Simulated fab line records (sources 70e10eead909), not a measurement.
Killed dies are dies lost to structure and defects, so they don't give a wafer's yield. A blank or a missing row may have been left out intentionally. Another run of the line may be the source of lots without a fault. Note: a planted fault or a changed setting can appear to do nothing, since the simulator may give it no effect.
Which tool was responsible? -- flow nand_harc -- 36 wafers from 12 lots sampled at 5 of the route's 1159 steps

## WHAT THE GAUGES READ, wafer by wafer
NHARC_END_SORT_01. Usual: killed_at_array 27, standard deviation 11; killed_at_other 0.6, standard deviation 1; killed_at_periphery 3.0, standard deviation 2.1; killed_dies 31, standard deviation 12; killed_open 3.2, standard deviation 1.7; killed_short 1.7, standard deviation 1.4.
lot,measured,on,killed_at_array,killed_at_other,killed_at_periphery,killed_dies,killed_open,killed_short,flag
L716,day 22 18:27,prober-02,34 656 664,0 1 0,5 7 1,39 664 665,2 5 4,1 1 0,OFF

## EACH LOT AND THE TOOL THAT RAN IT (in order: tool; ch and the chambers of the sampled wafers; start)
lot,NHARC_A_CONTACT_ETCH_89,NHARC_A_CONTACT_ETCH_134,NHARC_A_CONTACT_ETCH_110,NHARC_A_CONTACT_CVD_19
L701,"rie_diel-01 ch 2,3, day 16 21:34 or earlier","har_cap_etch-02 ch 0,1, day 16 21:34","rie_diel-01 ch 1,2,3, day 16 23:08","cvd_w-01 ch 0,1, no start"
L704,"rie_diel-01 ch 0,1,2, day 17 06:52 or earlier","har_cap_etch-03 ch 0,1, day 17 06:52","rie_diel-12 ch 1,3, day 17 09:07","cvd_w-02 ch 0,1, no start"
L702,"rie_diel-01 ch 0,3, day 17 08:40 or earlier","har_cap_etch-01 ch 0,1, day 17 08:40","rie_diel-01 ch 0,2,3, day 17 10:13","cvd_w-02 ch 0,1, no start"
L703,"rie_diel-01 ch 0,1,3, day 17 17:00 or earlier","har_cap_etch-02 ch 0,1, day 17 17:00","rie_diel-12 ch 0,2,3, day 17 18:46","cvd_w-02 ch 0,1, no start"
L705,"rie_diel-01 ch 1,2,3, day 17 18:44 or earlier","har_cap_etch-01 ch 0,1, day 17 18:44","rie_diel-01 ch 0,1,2, day 17 20:26","cvd_w-02 ch 0,1, no start"
L707,"rie_diel-01 ch 1,2, day 18 13:21 or earlier","har_cap_etch-01 ch 0,1, day 18 13:21","rie_diel-01 ch 1,2, day 18 15:16","cvd_w-02 ch 0,1, no start"
L706,"rie_diel-12 ch 1,2,3, day 18 23:13 or earlier","har_cap_etch-03 ch 0,1, day 18 23:13","rie_diel-01 ch 2,3, day 19 00:56","cvd_w-01 ch 0,1, no start"
L716,"rie_diel-01 ch 1,2,3, day 20 08:56 or earlier","har_cap_etch-01 ch 0,1, day 20 08:56","rie_diel-01 ch 0,2, day 20 10:55","cvd_w-01 ch 0,1, day 22 18:27 or earlier"
L719,"rie_diel-02 ch 0,2,3, day 21 14:02 or earlier","har_cap_etch-03 ch 0,1, day 21 14:02","rie_diel-12 ch 1,2,3, day 21 15:40","cvd_w-01 ch 0,1, no start"
L722,"rie_diel-12 ch 0,1,3, day 22 09:14 or earlier","har_cap_etch-01 ch 1, day 22 09:14","rie_diel-12 ch 0,3, day 22 10:49","cvd_w-01 ch 0,1, no start"
L723,"rie_diel-01 ch 1,3, day 23 08:19 or earlier","har_cap_etch-01 ch 0,1, day 23 08:19","rie_diel-02 ch 0,1, day 23 09:57","cvd_w-01 ch 0, no start"
L724,"rie_diel-01 ch 2,3, day 24 00:59 or earlier","har_cap_etch-01 ch 0,1, day 24 00:59","rie_diel-01 ch 2,3, day 24 02:40","cvd_w-01 ch 0,1, no start"
- NHARC_A_CONTACT_ETCH_89: etches the open film in N2/H2, target depth 260 nm, time 475.3 s.
- NHARC_A_CONTACT_ETCH_134: etches the open film in C4F8/O2/Ar, time 140 s, target depth 700 nm.
- NHARC_A_CONTACT_ETCH_110: etches the open film in CF4/O2, target depth 50 nm, overetch 5 nm, time 27.5 s.
- NHARC_A_CONTACT_CVD_19: deposits W, target thk 300 nm, time 802 s.

## AS READ BY THE TOOLS THEMSELVES (means over the sampled wafers that have a number; for cases with no such wafer, the mark the record gives instead)
NHARC_A_CONTACT_ETCH_89. Usual: bias_w 150.0 W, standard deviation 0.48; drypump_motor_current_A 5.8 A, standard deviation 0.49; oes_product_au 1.003 a.u., standard deviation 0.0094; rf_vpp_V 429.8 V, standard deviation 2.2; showerhead_plenum_p_Torr 2.01 Torr, standard deviation 0.074; throttle_valve_pct 14.171 %, standard deviation 0.0086.
lot,tool,bias_w (W),drypump_motor_current_A (A),oes_product_au (a.u.),rf_vpp_V (V),showerhead_plenum_p_Torr (Torr),throttle_valve_pct (%),flag
L701,rie_diel-01,150.4,5.8,0.999,428.7,1.97,14.164,
L704,rie_diel-01,149.9,5.4,1.004,430.5,2.04,14.165,
L702,rie_diel-01,149.6,5.9,0.998,429.9,2.00,14.170,
L703,rie_diel-01,149.9,5.7,0.997,430.4,2.04,14.174,
L705,rie_diel-01,150.0,5.6,1.002,430.4,2.02,14.172,
L707,rie_diel-01,150.0,5.2,1.005,430.4,2.02,14.176,
L706,rie_diel-12,150.3,5.6,1.011,429.0,1.99,14.170,
L716,rie_diel-01,149.9,5.6,0.993,430.1,2.02,14.167,
L719,rie_diel-02,149.8,6.0,1.005,432.4,2.09,14.174,
L722,rie_diel-12,150.3,6.0,1.017,428.4,2.00,14.163,
L723,rie_diel-01,149.5,5.9,0.999,430.5,2.01,14.168,
L724,rie_diel-01,150.4,5.8,1.014,428.0,1.96,14.177,

NHARC_A_CONTACT_ETCH_110. Usual: bias_w 100.1 W, standard deviation 0.31; drypump_motor_current_A 5.8 A, standard deviation 0.51; oes_product_au 1.000 a.u., standard deviation 0.01; rf_vpp_V 197.5 V, standard deviation 1.2; showerhead_plenum_p_Torr 1.32 Torr, standard deviation 0.045; throttle_valve_pct 13.397 %, standard deviation 0.0092.
lot,tool,bias_w (W),drypump_motor_current_A (A),oes_product_au (a.u.),rf_vpp_V (V),showerhead_plenum_p_Torr (Torr),throttle_valve_pct (%),flag
L701,rie_diel-01,99.9,5.6,0.999,197.4,1.32,13.401,
L704,rie_diel-12,100.0,5.7,1.001,196.7,1.31,13.405,
L702,rie_diel-01,100.1,5.7,1.005,197.3,1.30,13.387,
L703,rie_diel-12,100.1,6.1,0.998,196.1,1.29,13.394,
L705,rie_diel-01,100.3,5.4,1.002,197.2,1.33,13.399,
L707,rie_diel-01,100.2,5.2,1.004,197.3,1.32,13.399,
L706,rie_diel-01,100.2,5.8,0.999,197.1,1.29,13.399,
L716,rie_diel-01,99.9,5.5,0.960,198.0,1.31,13.395,OFF
L719,rie_diel-12,99.8,5.6,1.002,196.8,1.30,13.386,
L722,rie_diel-12,99.8,6.2,1.001,196.6,1.29,13.388,
L723,rie_diel-02,99.9,6.7,1.007,196.9,1.29,13.403,
L724,rie_diel-01,99.7,5.8,1.013,197.2,1.29,13.395,

NHARC_A_CONTACT_CVD_19. Usual: heater_power_w 517 W, standard deviation 34; mfc_h2_sccm 1599 sccm, standard deviation 5.6; mfc_wf6_sccm 40.00 sccm, standard deviation 0.11; throttle_valve_pct 7.76 %, standard deviation 0.2.
lot,tool,heater_power_w (W),mfc_h2_sccm (sccm),mfc_wf6_sccm (sccm),throttle_valve_pct (%),flag
L701,cvd_w-01,506,1594,40.02,7.91,
L704,cvd_w-02,528,1600,39.98,7.55,
L702,cvd_w-02,534,1605,39.88,7.55,
L703,cvd_w-02,538,1596,40.03,7.56,
L705,cvd_w-02,534,1592,40.01,7.67,
L707,cvd_w-02,527,1602,39.92,7.71,
L706,cvd_w-01,522,1599,39.94,7.93,
L716,cvd_w-01,488,1596,40.14,7.89,
L719,cvd_w-01,521,1609,39.98,7.74,
L722,cvd_w-01,504,1591,40.10,7.83,
L723,cvd_w-01,483,1598,40.06,7.89,
L724,cvd_w-01,534,1600,39.98,7.88,

## THE ANSWER, worked out from the rows above alone
Rule: a lot is off if the mean of its wafers that have a number lies more than 3 standard deviations from the usual mean. Also off: a lot with no number at a reading for which 4 or more lots have one. The other lots that the step has rows for count as sound. After the gauges, taken in route order, come the tools' own readings; for these a lot's mean is taken, as printed above. At the first step where some lot is off, the reading lying furthest off is the one used; lots without a number count as furthest.
Off at NHARC_END_SORT_01 (killed_at_array): L716. Neither off nor sound, because the step has no rows for them: L701, L704, L702, L703, L705, L707, L706, L719, L722, L723, L724.
A tool fits if, at a process step before that reading, it ran every lot that is off, and no sound lot after the first of them. Not tried: the gauges at NHARC_END_SORT_01; whatever is off there is also off at NHARC_A_CONTACT_ETCH_110, on other tools, and gauge error can't account for it. Because NHARC_A_CONTACT_ETCH_89 lacks a start for some lots, the hours and order of its lots are taken from NHARC_A_CONTACT_ETCH_134. Because NHARC_A_CONTACT_CVD_19 lacks a start for some lots, the hours and order of its lots are taken from NHARC_END_SORT_01. Can't be told from this: 3 tools fit, rie_diel-01 at NHARC_A_CONTACT_ETCH_89 and NHARC_A_CONTACT_ETCH_110, har_cap_etch-01 at NHARC_A_CONTACT_ETCH_134, cvd_w-01 at NHARC_A_CONTACT_CVD_19.

## WHAT WAS PUT IN BY THE SIMULATOR
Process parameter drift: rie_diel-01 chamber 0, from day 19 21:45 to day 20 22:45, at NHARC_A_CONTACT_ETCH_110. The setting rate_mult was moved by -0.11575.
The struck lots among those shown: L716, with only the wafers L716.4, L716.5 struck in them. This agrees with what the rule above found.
